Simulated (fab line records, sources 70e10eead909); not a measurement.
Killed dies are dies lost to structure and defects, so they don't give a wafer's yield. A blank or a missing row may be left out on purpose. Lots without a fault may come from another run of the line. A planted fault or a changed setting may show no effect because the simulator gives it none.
fab line records | flow nand_harc
record lots=6 wafers=18 last_day=34
route steps=1302 shown A_M1@1181 A_BONDPAD@1202 END@1302
lots that met no fault: from a run of the same line without faults
start_h: hours from the record's first day to the start of the lot's first wafer shown | wait_h: hours since the lot's step before | " the same as in the row above | L1.1+2: a row that stands for several wafers | - no value, or no start given | * or withheld: withheld | < > ~ a bound
route shown NAME@n: a module of which the file shows steps, and the number in the route of the first | usual: mean/standard deviation of fault-free wafers | same: alike in all rows | chamber/n: place in a boat | sites: the reading at each site | _std_site: their standard deviation | _edge_site: outer sites' mean less inner sites' | radius_mm: how far each site lies from the wafer's centre | mask NAME#n: copy n | behind: the tool/chamber that last shaped the wafer | hold: why the lot was held/for how many hours/how that ended | device: the transistor (n, p or np) that didn't switch | end of line: the same wafers' tests at the end of the route | a step without rows: its recipe alone | killed: dies lost to structure and defects at the first sort, not the wafer's yield | map: a wafer's dies, x killed, . not, _ none there
set.NAME: the setting as run; set.NAME@STEP: as run at that earlier step | model.NAME: the simulator's own value behind a step, which no gauge read
lots at some steps of the route; a table a step, a row a wafer
services: from which hour (start_h, from the record's first day; less than 0 if before it) a tool's chamber was out of use, for how many hours, and why
## steps
# step NHARC_A_M1_INSPECT_11
# usual raw_defect_count=91/36
# columns lot.wafer tool chamber start_h wait_h raw_defect_count
L965.1 defect_inspect-01 - 555.35 0.0 75
L965.5 " - " " 72
L965.6 " - " " 89
L969.1 defect_inspect-01 - 598.83 0.0 25
L969.3 " - " " 34
L969.5 " - " " 32
L973.1 defect_inspect-02 - 638.66 0.0 109
L973.3 " - " " 116
L973.5 " - " " 116
L974.1 defect_inspect-01 - 646.59 0.0 116
L974.5 " - " " 138
L974.6 " - " " 131
L980.1 defect_inspect-01 - 692.66 0.0 124
L980.2 " - " " 111
L980.5 " - " " 129
L983.3 defect_inspect-02 - 766.32 0.0 49
L983.5 " - " " 51
L983.6 " - " " 52
# step NHARC_A_M1_DESCUM_14
# recipe time_s=3 o2_flow_sccm=200 ar_flow_sccm=0 bias_power_w=0 chemistry=O2
# step NHARC_A_M1_ETCH_35
# recipe target_depth_a=400 overetch_a=120 time_s=43.94 ion_energy_ev=200 n2_flow_sccm=150 h2_flow_sccm=150 ar_flow_sccm=0 rf_w=400 bias_w=150 chemistry=N2/H2
# usual bias_w=149.9/0.49 drypump_motor_current_A=5.6/0.49 oes_product_au=0.999/0.0071 rf_vpp_V=430.5/2.6 showerhead_plenum_p_Torr=2.04/0.088 throttle_valve_pct=14.170/0.009
# columns lot.wafer tool chamber start_h wait_h bias_w drypump_motor_current_A oes_product_au rf_hours_counter_h rf_vpp_V showerhead_plenum_p_Torr throttle_valve_pct
L965.1 rie_diel-10 0 555.49 0.1 149.7 5.7 0.986 5.5 431.8 2.05 14.170
L965.6 " 0 " " 149.9 5.6 0.994 - 430.4 2.05 14.168
L965.5 " 1 " " 150.0 5.8 0.989 - 431.5 2.09 14.151
L969.3 rie_diel-05 2 598.98 0.1 150.2 5.2 0.987 0.2 432.7 2.14 14.184
L969.1 " 3 " " 149.2 6.4 0.986 0.1 432.5 2.10 14.184
L969.5 " 3 " " 149.2 6.4 0.997 - 431.8 2.10 14.170
L973.3 rie_diel-12 2 638.81 0.1 149.5 5.8 0.996 0.0 432.3 2.07 14.166
L973.1 " 0 " " 149.5 5.0 0.990 0.0 426.7 1.91 14.170
L973.5 " 1 " " 151.0 4.9 0.995 - 432.5 2.12 14.159
L974.1 rie_diel-12 0 646.73 0.1 150.2 5.0 0.997 0.6 426.0 1.91 14.153
L974.6 " 0 " " 149.8 5.0 0.992 - 426.0 1.91 14.170
L974.5 " 1 " " 150.2 4.9 1.007 - 433.5 2.12 14.181
L980.1 rie_diel-12 2 692.81 0.1 149.7 5.7 1.006 3.7 430.9 2.07 14.178
L980.2 " 1 " " 150.3 4.9 1.010 3.4 431.8 2.12 14.168
L980.5 " 3 " " 150.6 6.2 1.001 - 429.6 1.93 14.177
L983.3 rie_diel-12 3 766.46 0.1 149.1 6.2 0.989 7.8 426.4 1.93 14.178
L983.5 " 3 " " 149.7 6.2 1.002 - 427.8 1.93 14.173
L983.6 " 0 " " 150.1 5.0 0.996 - 427.9 1.91 14.152
# step NHARC_A_M1_ETCH_15
# recipe target_depth_a=1825 time_s=91.2 c4f8_flow_sccm=withheld ar_flow_sccm=400 rf_w=600 bias_w=300 chemistry=C4F8/Ar
# usual bias_w=300.0/0.87 oes_product_au=0.954/0.021 rf_vpp_V=440.9/2.7
# columns lot.wafer tool chamber start_h wait_h bias_w oes_product_au rf_hours_counter_h rf_vpp_V
L965.1 rie_diel-10 2 - - 301.5 0.959 6.6 437.4
L965.6 " 0 " " 300.4 0.947 - 440.6
L965.5 " 1 " " 300.9 0.961 - 441.1
L969.3 rie_diel-05 1 - - 300.0 0.969 0.2 443.0
L969.1 " 3 " " 300.8 0.972 0.2 443.0
L969.5 " 0 " " 298.8 0.981 - 437.7
L973.3 rie_diel-12 2 - - 299.4 0.971 0.1 441.2
L973.1 " 0 " " 299.6 0.955 0.0 437.0
L973.5 " 3 " " 298.1 0.970 - 437.1
L974.1 rie_diel-12 0 - - 301.9 0.955 0.6 436.6
L974.5 " 1 " " 299.9 0.952 - 443.4
L974.6 " 2 " " 299.2 0.969 - 440.7
L980.1 rie_diel-12 2 - - 300.7 0.984 3.7 443.3
L980.2 " 3 " " 299.7 0.986 2.9 438.2
L980.5 " 0 " " 299.8 0.961 - 437.3
L983.3 rie_diel-12 1 - - 299.1 0.959 5.3 442.2
L983.5 " 2 " " 299.2 0.969 - 441.6
L983.6 " 3 " " 301.1 0.990 - 437.0
# step NHARC_A_M1_CD_MEAS_16
# usual cd_nm=119.9/0.59
# columns lot.wafer tool chamber start_h wait_h cd_nm
L965.1 cd_sem-01 - 555.71 - 120.5
L965.5 " - " " 120.0
L965.6 " - " " 120.8
L969.1 cd_sem-03 - 599.20 - 120.1
L969.3 " - " " 119.1
L969.5 " - " " 119.1
L973.1 cd_sem-01 - 639.02 - 119.6
L973.3 " - " " 119.3
L973.5 " - " " 118.6
L974.1 cd_sem-02 - 646.95 - 119.2
L974.5 " - " " 120.2
L974.6 " - " " 119.7
L980.1 cd_sem-01 - 693.03 - 119.3
L980.2 " - " " 120.2
L980.5 " - " " 118.7
L983.3 cd_sem-01 - 766.69 - 119.7
L983.5 " - " " 120.2
L983.6 " - " " 120.6
# step NHARC_A_M1_STRIP_18
# recipe power_w=1000 n2_flow_sccm=150 h2_flow_sccm=150 ar_flow_sccm=0 bias_w=0 chemistry=N2/H2
# step NHARC_A_M1_ETCH_28
# recipe target_depth_a=300 over_etch_frac=0.3 time_s=72.99 ion_energy_ev=150 cf4_flow_sccm=50 n2_flow_sccm=100 ar_flow_sccm=150 rf_w=300 bias_w=100 chemistry=CF4/N2
# step NHARC_A_M1_STRIP_19
# recipe time_s=600 temp_c=30 chemistry=post_etch_residue_remover
# step NHARC_A_M1_DEGAS_29
# recipe temp_c=250 time_s=60
# step NHARC_A_M1_PRE_CLEAN_30
# recipe time_s=30 temp_c=280 gas=H2/He
# step NHARC_A_M1_PVD_20
# recipe target_thk_a=50 bias_v=168.6 power_w=15000 chamber_pressure_pa=0.12 time_s=8.06 substrate_temp_c=50 material=TaN
# usual throttle_valve_pct=29.8/0.99
# columns lot.wafer tool chamber start_h wait_h throttle_valve_pct
L965.1 pvd_sputter-01 - - - 29.3
L965.5 " - " " 28.0
L965.6 " - " " 29.1
L969.3 pvd_sputter-03 - - - 29.0
L969.1 " - " " 29.3
L969.5 " - " " 31.6
L973.3 pvd_sputter-01 - - - 29.7
L973.1 " - " " 28.8
L973.5 " - " " 31.5
L974.1 pvd_sputter-03 - - - 28.9
L974.5 " - " " 28.7
L974.6 " - " " 29.3
L980.2 pvd_sputter-01 - - - 28.5
L980.1 " - " " 31.4
L980.5 " - " " 29.6
L983.3 pvd_sputter-02 - - - 29.9
L983.5 " - " " 30.5
L983.6 " - " " 30.7
# step NHARC_A_M1_PVD_21
# recipe target_thk_a=300 chamber_pressure_pa=5 power_w=5000 substrate_temp_c=30 time_s=20.49 material=Cu
# step NHARC_A_M1_ECD_22
# recipe target_thk_a=4000 bath_temp_c=25 material=Cu
# columns lot.wafer tool chamber start_h wait_h
L965.1+5+6 ecd_cu-02 0,1,0 557.11 -
L969.1+3+5 ecd_cu-01 0,0,1 600.33 -
L973.1+3+5 ecd_cu-01 1,0,1 640.15 -
L974.1+6+5 ecd_cu-01 0,0,1 648.04 -
L980.1+2+5 ecd_cu-02 1,0,1 694.10 -
L983.3+5+6 ecd_cu-02 0,0,1 767.92 -
# step NHARC_A_M1_ANNEAL_31
# recipe temp_c=225 time_s=90
# step NHARC_A_M1_CMP_23
# recipe t_overpolish_s=20 target_thk_nm=154.34
# step NHARC_A_M1_THK_MEAS_24
# recipe thk_meas_gauge=xrf
# usual thk_nm=154.6/1.6
# columns lot.wafer tool chamber start_h wait_h thk_nm
L965.1 film_metro-01 - 558.18 - 156.2
L965.5 " - " " 153.4
L965.6 " - " " 155.7
L969.1 film_metro-02 - 601.30 - 152.9
L969.3 " - " " 154.4
L969.5 " - " " 155.0
L973.1 film_metro-02 - 641.13 - 152.5
L973.3 " - " " 152.0
L973.5 " - " " 154.2
L974.1 film_metro-01 - 649.08 - 153.7
L974.5 " - " " 155.4
L974.6 " - " " 153.5
L980.1 film_metro-02 - 695.45 - 154.0
L980.2 " - " " 155.0
L980.5 " - " " 155.0
L983.3 film_metro-02 - 768.93 - 156.0
L983.5 " - " " 158.3
L983.6 " - " " 155.5
# step NHARC_A_M1_SRD_25
# step NHARC_A_M1_PRE_CLEAN_32
# recipe time_s=12 temp_c=370 rf_power_w=300 gas=NH3
# usual heater_power_w=652/48
# columns lot.wafer tool chamber start_h wait_h heater_power_w
L965.1 pecvd-01 1 558.44 0.1 724
L965.6 " 2 " " 574
L965.5 " 0 " " 571
L969.3 pecvd-01 2 601.53 0.1 655
L969.1 " 0 " " 667
L969.5 " 1 " " 714
L973.1 pecvd-01 2 641.36 0.1 728
L973.3 " 0 " " 608
L973.5 " 2 " " 725
L974.1 pecvd-01 1 649.33 0.1 695
L974.6 " 2 " " 704
L974.5 " 1 " " 706
L980.1 pecvd-01 2 695.67 0.1 633
L980.2 " 0 " " 652
L980.5 " 1 " " 672
L983.3 pecvd-03 1 769.17 0.1 651
L983.6 " 0 " " 573
L983.5 " 1 " " 656
# step NHARC_A_M1_DEP_33
# recipe target_thk_a=300 temp_c=370 target_thk_nm=30 pressure_torr=3 flow_sccm=200 rf_w=450 material=SiCN
# step NHARC_A_BONDPAD_DEP_00
# recipe target_thk_a=2500 temp_c=370 target_thk_nm=250 pressure_torr=3 flow_sccm=200 rf_w=450 material=SiCN
# usual heater_power_w=558/70
# columns lot.wafer tool chamber start_h wait_h heater_power_w
L965.1 pecvd-04 2 559.14 - 612
L965.6 " 1 " " 445
L965.5 " 2 " " 619
L969.3 pecvd-04 0 602.21 - 536
L969.1 " 1 " " 489
L969.5 " 1 " " 499
L973.3 pecvd-03 1 642.00 - 602
L973.1 " 2 " " 654
L973.5 " 1 " " 615
L974.1 pecvd-04 2 649.93 - 563
L974.6 " 0 " " 584
L974.5 " 1 " " 445
L980.2 pecvd-04 1 696.33 - 407
L980.1 " 2 " " 539
L980.5 " 2 " " 548
L983.3 pecvd-04 1 769.79 - 436
L983.5 " 2 " " 555
L983.6 " 0 " " 520
# step NHARC_A_BONDPAD_CMP_29
# recipe target_thk_nm=200 material=SiCN
# step NHARC_A_BONDPAD_THK_MEAS_30
# recipe thk_meas_gauge=ellipsometry
# usual thk_nm=199.9/1.4
# columns lot.wafer tool chamber start_h wait_h thk_nm
L965.1 film_metro-02 - 559.71 0.2 201.0
L965.5 " - " " 199.9
L965.6 " - " " 200.7
L969.1 film_metro-02 - 602.82 0.2 200.9
L969.3 " - " " 200.4
L969.5 " - " " 200.0
L973.1 film_metro-01 - 642.65 0.2 202.2
L973.3 " - " " 199.3
L973.5 " - " " 200.5
L974.1 film_metro-02 - 650.59 0.2 199.2
L974.5 " - " " 200.4
L974.6 " - " " 203.6
L980.1 film_metro-01 - 696.99 0.2 198.0
L980.2 " - " " 197.6
L980.5 " - " " 202.2
L983.3 film_metro-02 - 770.44 0.2 198.9
L983.5 " - " " 200.4
L983.6 " - " " 201.4
# step NHARC_A_BONDPAD_SRD_31
# step NHARC_A_BONDPAD_DEHYDRATE_01
# recipe temp_c=150 time_s=120
# step NHARC_A_BONDPAD_HMDS_02
# recipe time_s=30
# step NHARC_A_BONDPAD_COAT_33
# recipe temp_c=200 time_s=65
# step NHARC_A_BONDPAD_COAT_03
# recipe spin_rpm=2000 resist_thk_nm=600
# step NHARC_A_BONDPAD_SOFTBAKE_04
# recipe temp_c=125 time_s=70
# step NHARC_A_BONDPAD_EBR_05
# step NHARC_A_BONDPAD_EXPOSE_06
# recipe na=0.55 dose_mj=36.99 mask_id=A_BPAD
# step NHARC_A_BONDPAD_PEB_07
# recipe peb_temp_c=128 peb_time_s=80
# step NHARC_A_BONDPAD_DEVELOP_08
# recipe time_s=50 dev_temp_c=22
# step NHARC_A_BONDPAD_CD_MEAS_09
# recipe target_cd_nm=500 landing_energy_ev=500
# usual cd_nm=499.8/1.3
# columns lot.wafer tool chamber start_h wait_h cd_nm
L965.1 cd_sem-01 0 560.30 - 499.2
L965.5 " 0 " " 500.5
L965.6 " 0 " " 500.9
L969.1 cd_sem-03 0 603.26 - 500.0
L969.3 " 0 " " 501.3
L969.5 " 0 " " 500.2
L973.1 cd_sem-03 0 643.22 - 502.2
L973.3 " 0 " " 501.2
L973.5 " 0 " " 500.1
L974.1 cd_sem-02 0 651.16 - 499.5
L974.5 " 0 " " 500.6
L974.6 " 0 " " 500.9
L980.1 cd_sem-01 0 697.55 - 499.9
L980.2 " 0 " " 500.1
L980.5 " 0 " " 498.3
L983.3 cd_sem-03 0 770.89 - 499.3
L983.5 " 0 " " 499.1
L983.6 " 0 " " 497.8
# step NHARC_A_BONDPAD_OVL_MEAS_35
# usual overlay_x_nm=-2/6.7 overlay_y_nm=1/5.4
# columns lot.wafer tool chamber start_h wait_h overlay_x_nm overlay_y_nm
L965.1 overlay-02 - 560.40 - -5 -1
L965.5 " - " " -5 -2
L965.6 " - " " -4 -2
L969.1 overlay-02 - 603.34 - 11 -7
L969.3 " - " " 11 -6
L969.5 " - " " 11 -7
L973.1 overlay-01 - 643.30 - 12 8
L973.3 " - " " 12 8
L973.5 " - " " 11 8
L974.1 overlay-02 - 651.25 - -3 0
L974.5 " - " " -3 0
L974.6 " - " " -3 0
L980.1 overlay-01 - 697.64 - -1 -9
L980.2 " - " " -1 -9
L980.5 " - " " 0 -9
L983.3 overlay-01 - 770.97 - -9 10
L983.5 " - " " -9 10
L983.6 " - " " -9 10
# step NHARC_A_BONDPAD_HARDBAKE_10
# recipe temp_c=118 time_s=65
# step NHARC_A_BONDPAD_DESCUM_11
# recipe time_s=3 o2_flow_sccm=200 ar_flow_sccm=0 bias_power_w=0 chemistry=O2
# step NHARC_A_BONDPAD_ETCH_34
# recipe target_depth_a=600 overetch_a=180 time_s=65.91 ion_energy_ev=200 n2_flow_sccm=150 h2_flow_sccm=150 ar_flow_sccm=0 rf_w=400 bias_w=150 chemistry=N2/H2
# step NHARC_A_BONDPAD_ETCH_12
# recipe target_depth_a=2200 time_s=110 chf3_flow_sccm=50 o2_flow_sccm=10 ar_flow_sccm=200 rf_w=500 bias_w=200 chemistry=CHF3/O2
# step NHARC_A_BONDPAD_CD_MEAS_13
# usual cd_nm=499.4/1.4
# columns lot.wafer tool chamber start_h wait_h cd_nm
L965.1 cd_sem-02 - 560.84 - 499.0
L965.5 " - " " 499.3
L965.6 " - " " 500.1
L969.1 cd_sem-02 - 603.82 - 499.2
L969.3 " - " " 500.4
L969.5 " - " " 499.0
L973.1 cd_sem-03 - 643.74 - 501.9
L973.3 " - " " 500.7
L973.5 " - " " 499.3
L974.1 cd_sem-01 - 651.74 - 498.3
L974.5 " - " " 500.5
L974.6 " - " " 500.2
L980.1 cd_sem-03 - 698.08 - 499.2
L980.2 " - " " 500.8
L980.5 " - " " 498.5
L983.3 cd_sem-03 - 771.42 - 499.4
L983.5 " - " " 499.5
L983.6 " - " " 498.2
# step NHARC_A_BONDPAD_STRIP_15
# recipe o2_flow_sccm=500 ar_flow_sccm=0 bias_w=0 chemistry=O2
# step NHARC_END_SORT_01
# recipe temp_c=25
# usual defect_limited_yield=90.7/3 killed_at_array=58/20 killed_at_other=0.9/1.4 killed_at_periphery=4/3.1 killed_dies=63/20 killed_open=3.3/1.8 killed_short=2.4/1.5
# same gross_dies=677
# columns lot.wafer tool chamber start_h wait_h defect_limited_yield[%] killed_at_array killed_at_other killed_at_periphery killed_dies killed_open killed_short
L969.5 prober-02 0 636.54 3.7 96.2 25 0 1 26 3 1
L973.1 prober-01 0 673.71 2.5 12.9 587 1 2 590 1 3
L973.3 prober-01 0 675.29 3.1 12.1 595 0 0 595 0 2
L973.5 prober-01 0 676.87 3.6 13.4 585 0 1 586 1 1
L974.1 prober-01 0 687.79 2.5 12.9 590 0 0 590 0 0
L974.5 prober-01 0 690.94 3.7 10.9 603 0 0 603 0 0
L974.6 prober-01 0 691.73 3.9 11.8 594 0 3 597 3 0
# killed by level:class
L969.5 A_CHANNEL_HOLE_D2:chamber_film_flake=5 A_CONTACT:chamber_film_flake=5 A_CHANNEL_HOLE_D1:chamber_film_flake=4 A_SLIT:chamber_film_flake=3 A_DECK1_JOINT:chamber_film_flake=2 P_M0:geometric_particle:open=1 A_ONON_D1:geometric_particle:short=1 A_CHANNEL_FILL_D2:geometric_particle:open=1
L973.1 A_M1:unspecified=545 A_SLIT:chamber_film_flake=23 A_CHANNEL_HOLE_D1:chamber_film_flake=12 A_CONTACT:chamber_film_flake=3 P_M2:geometric_particle:short=1 A_CHANNEL_HOLE_D1:geometric_particle:short=1 A_DECK1_JOINT:geometric_particle:short=1 A_M1:geometric_particle:open=1
L973.3 A_M1:unspecified=553 A_CHANNEL_HOLE_D1:chamber_film_flake=21 A_SLIT:chamber_film_flake=13 A_CONTACT:chamber_film_flake=3 A_CHANNEL_FILL_D1:geometric_particle:short=1 A_CHANNEL_FILL_D2:geometric_particle:short=1 A_CHANNEL_HOLE_D2:chamber_film_flake=1 A_STAIRCASE:chamber_film_flake=1
L973.5 A_M1:unspecified=557 A_CHANNEL_HOLE_D1:chamber_film_flake=12 A_SLIT:chamber_film_flake=10 A_STAIRCASE:chamber_film_flake=2 A_CHANNEL_HOLE_D2:geometric_particle:open=1 A_WL_FILL:geometric_particle:short=1 P_GATE:chamber_film_flake=1 A_CONTACT:chamber_film_flake=1
L974.1 A_M1:unspecified=556 A_CHANNEL_HOLE_D1:chamber_film_flake=13 A_SLIT:chamber_film_flake=9 A_CHANNEL_HOLE_D2:chamber_film_flake=5 A_CONTACT:chamber_film_flake=3 A_CHANNEL_FILL_D2:chamber_film_flake=2 A_STAIRCASE:chamber_film_flake=1 A_WL_FILL:chamber_film_flake=1
L974.5 A_M1:unspecified=562 A_SLIT:chamber_film_flake=20 A_CHANNEL_HOLE_D1:chamber_film_flake=12 A_CHANNEL_HOLE_D2:chamber_film_flake=3 A_STAIRCASE:chamber_film_flake=3 A_WL_FILL:chamber_film_flake=2 A_CONTACT:chamber_film_flake=1
L974.6 A_M1:unspecified=544 A_CHANNEL_HOLE_D1:chamber_film_flake=20 A_SLIT:chamber_film_flake=13 A_CHANNEL_HOLE_D2:chamber_film_flake=10 A_DECK1_JOINT:chamber_film_flake=2 A_STAIRCASE:chamber_film_flake=2 P_CONTACT:geometric_particle:open=1 P_M0:geometric_particle:open=1
# map L973.3 (x killed, . not)
____________x____________
_________xxxxxxx_________
_______xxxxxx.xxxx_______
______xxxxx..xx.xxx______
_____xxxxxxxxxxx.xxx_____
____.xxxxxxxxxxxxxx.x____
____xxxxxxxxx.xxxxxxx____
___xxxxxxxxxx..xxxxxxx___
___.xx.xxxxxxxxxxxxx..___
__xxxx.xxxxxxxxxxxx.x.x__
__xxx.xxxx.xxxxx..xx.x.__
_xxxxx..xxxxxxx.x.xxxx.x_
_xxxxxxx.xxxxx.xxxxxxx.x_
_x.xxxx..xxxx..xxxxxxxxx_
_xx.xxxxxxxxxxxxxxxxx..x_
_xxxxxxxxxxxxxxxxxxxxxxx_
xxx.xxxxx.xxxxx.x.xx.xxxx
xxxxxxxxxxxxxx.xxxxx.xxxx
xxx.xxxxx.x..xxxx.xxxxxxx
xxxxx.xxxxxxxxxxxx..xx..x
xxxxxxxxxxxxx.xxxxx.x.xxx
_xxxxxxxxxxxxxxxxxxxx.xx_
_xxxxxxxxxxxxxxxxxxxxxxx_
_xxxxxxxxxxxxxxxxxxxxx.x_
_xxx.xxxxxx.x.xxxxxxx.xx_
_xx.xxxxxxxxxxxxxxx.xxx._
__xxxxxxxxxxxxxxxxxxxxx__
__xxxxxxxxxxxxxx.xxx.x.__
___x.xxx.xxxx.xxxxxxxx___
___xxxxxxxxxxxxxxxxxxx___
____xxxxxx.x.xxxxxx.x____
____xxxxxxxxxxxxxxxxx____
_____xxxxxxxxx..xxxx_____
______xxxxxxxxxxxxx______
_______.xxxxxxxxxx_______
_________xxx.xxx_________
____________.____________
# map L974.5 (x killed, . not)
____________x____________
_________.xxxxxx_________
_______xxx.xxxxxxx_______
______xxxxxx.xxxxxx______
_____xxxxxxxxxxxxxxx_____
____.xxxxxxxxxxx.xx.x____
____xxxx..xxxxxxxxxxx____
___.xxxxxxxxxxxxxxxx.x___
___xxxxxxxxx.xxxxxxxxx___
__xxxxxxxx.xxxxxxxxxxxx__
__x.xxxxxxxxxxxxxxxx.xx__
_.xx.xxxxxx.xxxxxxx.x.xx_
_xxxxxxxxx..xxxxxxxxxxxx_
_xxxxxxxxxxx.xxxxxxxxxxx_
_xxxx.xxxxxxxx.xxx.xxx.x_
_xxxxxxxxxxxxxxxxxxxx.x._
xxxxxxxxx.xxxxx.x.xxxxx.x
xxxxxxxxxxxx..xxxxxx.xxxx
xxxxxxxxxxxxxxxxxxxxxxxx.
xxxxxxxxxxxxxxxx.xx.xxxx.
xxxxxxxx.xxxxxxxxxxxxx..x
_.x.xxx.xxxx.xx.xxxxxxxx_
_xxxxxxx.xxxxxxxxxxxxxxx_
_xxxxx...xxxxxxxxxx.xxxx_
_xxxxxx.xxxx.xxx.xxxxxxx_
_xxxxxxxxxxxxxx.xxxxxxxx_
__xxxxxxxxx.xxxxxxx.x.x__
__xxxxx.xxxxxx.xxxxxxxx__
___xxx.xxxxxxxxx..xxxx___
___xxxxxxxxxxxxxxxx.xx___
____x.x..xxx.xxx.xxxx____
____xxxxxxxxxxxxxxxx.____
_____xxxx.xxxxxxxxxx_____
______xxxxxxxxxx.xx______
_______xxxx.xxxxxx_______
_________xxxxxxx_________
____________x____________
## services
# columns tool chamber start_h hours kind
rie_diel-05 3 538.86 5.4 repair
pecvd-03 - 547.08 13.0 pm
pvd_sputter-03 - 552.72 10.0 pm
rie_diel-05 3 568.96 15.0 repair
pvd_sputter-03 - 579.53 1.3 repair
pecvd-04 - 582.43 0.5 repair
pvd_sputter-01 - 583.37 10.0 pm
rie_diel-05 - 583.60 9.0 pm
ecd_cu-02 - 596.27 8.0 pm
rie_diel-10 - 596.53 9.0 pm
rie_diel-05 0 604.83 9.0 repair
rie_diel-05 - 607.44 1.5 repair
pvd_sputter-03 - 617.95 0.5 repair
rie_diel-12 - 622.40 9.0 pm
pecvd-04 2 622.94 3.1 repair
pecvd-04 - 631.08 13.0 pm
pecvd-01 - 673.93 13.0 pm
ecd_cu-01 - 688.15 8.0 pm
rie_diel-10 1 694.09 1.6 repair
ecd_cu-02 - 722.87 0.7 repair
rie_diel-12 1 723.05 32.1 repair
pecvd-04 0 746.54 6.8 repair
ecd_cu-01 - 747.22 0.9 repair
pvd_sputter-01 - 761.37 10.0 pm
## key
first_sign step=NHARC_END_SORT_01 reading=killed_at_array direction=up sigmas=27 usual=58 struck=592
effect step=NHARC_END_SORT_01 reading=killed_dies direction=up sigmas=27 usual=63 struck=594
more_kills_born_at NHARC_A_M1_ECD_22@ecd_cu-01=3317
met_at NHARC_A_M1_ECD_22
struck_wafers L973.1,L973.3,L973.5,L974.1,L974.5,L974.6
onset_between 600.33 640.15
fault kind=chamber_particle_source tool=ecd_cu-01 chamber=- onset_h=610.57 steps=NHARC_A_M1_ECD_22 rate_per_visit_cm2=2.1011
